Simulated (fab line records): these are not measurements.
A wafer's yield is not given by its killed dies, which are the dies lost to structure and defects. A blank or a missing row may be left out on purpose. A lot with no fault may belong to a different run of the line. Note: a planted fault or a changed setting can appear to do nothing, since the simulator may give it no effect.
Struck lot and sound lot, side by side / flow n5_finfet / 15 steps out of a route of 1938
Sound: these wafers, L585.3, L585.5, L585.6. Struck: wafer L588.6. (L588.2, L588.4 of the same lot were not struck and are left out.) The cause comes at the end.
Each step with rows lists, per side, the tool, then ch with its chambers, then its first start. Under that, the readings that differ: sound wafers / struck wafers / difference of the means / sigmas: that difference in standard deviations of wafers without a fault.
alike: readings whose means differ by less than 2 such deviations, and words and numbers that are the same on both sides. not compared: withheld readings, readings that some wafer has no value for, bounds like >300 that may hide the same value, and numbers for which the record gives no deviation and whose values overlap.
The two part at a step that has a row with sigmas, a row that says differs or no value, or rows on one side only. Numbers that don't overlap but have no deviation are shown without sigmas and don't part them. A reading that every wafer of one side lacks parts them only if that side has two wafers or more.

first, 2 steps without rows for these wafers: N5_BEOL_M13_TRENCH_ETCH_34 (etches SiOC in C4F8/O2/Ar, target depth 413.47 nm, time 162.6 s); N5_BEOL_M13_STRIP_70 (strips in C4F8/O2/Ar).
N5_BEOL_M13_OCD_MEAS_35:
  sound on ocd-02, day 14 02:11; struck on ocd-02, day 15 13:13
  alike: trench_depth_nm
then, 4 steps without rows for these wafers: N5_BEOL_M13_STRIP_37 (strips in N2/H2); N5_BEOL_M13_ETCH_38 (etches SiCN in CF4/N2, target depth 67.5 nm, time 71.9 s); N5_BEOL_M13_PRECLEAN_39 (cleans in residue remover, time 60 s); N5_BEOL_M13_SRD_40 (time 30 s, dry time 30 s).
N5_BEOL_M13_DEGAS_41: time 60 s.
  sound on pvd_sputter-03, day 14 05:27; struck on pvd_sputter-03, day 15 14:25
  alike: heater_power_w
then, 1 step without rows for these wafers: N5_BEOL_M13_PRE_CLEAN_42 (time 30 s).
N5_BEOL_M13_SPUTTER_43: material TaN, target thk 15 nm, time 24.19 s.
  sound on pvd_sputter-03, day 14 05:32; struck on pvd_sputter-03, day 15 14:30
  alike: throttle_valve_pct
N5_BEOL_M13_SPUTTER_44: material Ta, target thk 10 nm, time 16.13 s.
  sound on pvd_sputter-03, day 14 05:37; struck on pvd_sputter-03, day 15 14:35
  alike: throttle_valve_pct
N5_BEOL_M13_SPUTTER_45: material Cu, target thk 80 nm, time 13.33 s.
  sound on pvd_sputter-03, day 14 05:41; struck on pvd_sputter-03, day 15 14:40
  alike: throttle_valve_pct
N5_BEOL_M13_ECD_47: material Cu, target thk 936 nm.
  sound on ecd_cu-02 ch 0,1, day 14 05:51; struck on ecd_cu-02 ch 0, day 15 14:46
reading=model.Cu_of_BEOL_M13_ECD_47.thk_nm (nm); sound=929 934.2 936.8; struck=1214; difference=+281; sigmas=
N5_BEOL_M13_ANNEAL_48: time 90 s.
  sound on rtp_anneal-02 ch 0, day 14 06:04; struck on rtp_anneal-01 ch 0, day 15 15:47
  alike: wafer_temp_C_max
then, 1 step without rows for these wafers: N5_PASSIVATION_PROBE_49.

WHERE THEY PART
Nowhere in this record.

WHY: the cause the simulator had injected
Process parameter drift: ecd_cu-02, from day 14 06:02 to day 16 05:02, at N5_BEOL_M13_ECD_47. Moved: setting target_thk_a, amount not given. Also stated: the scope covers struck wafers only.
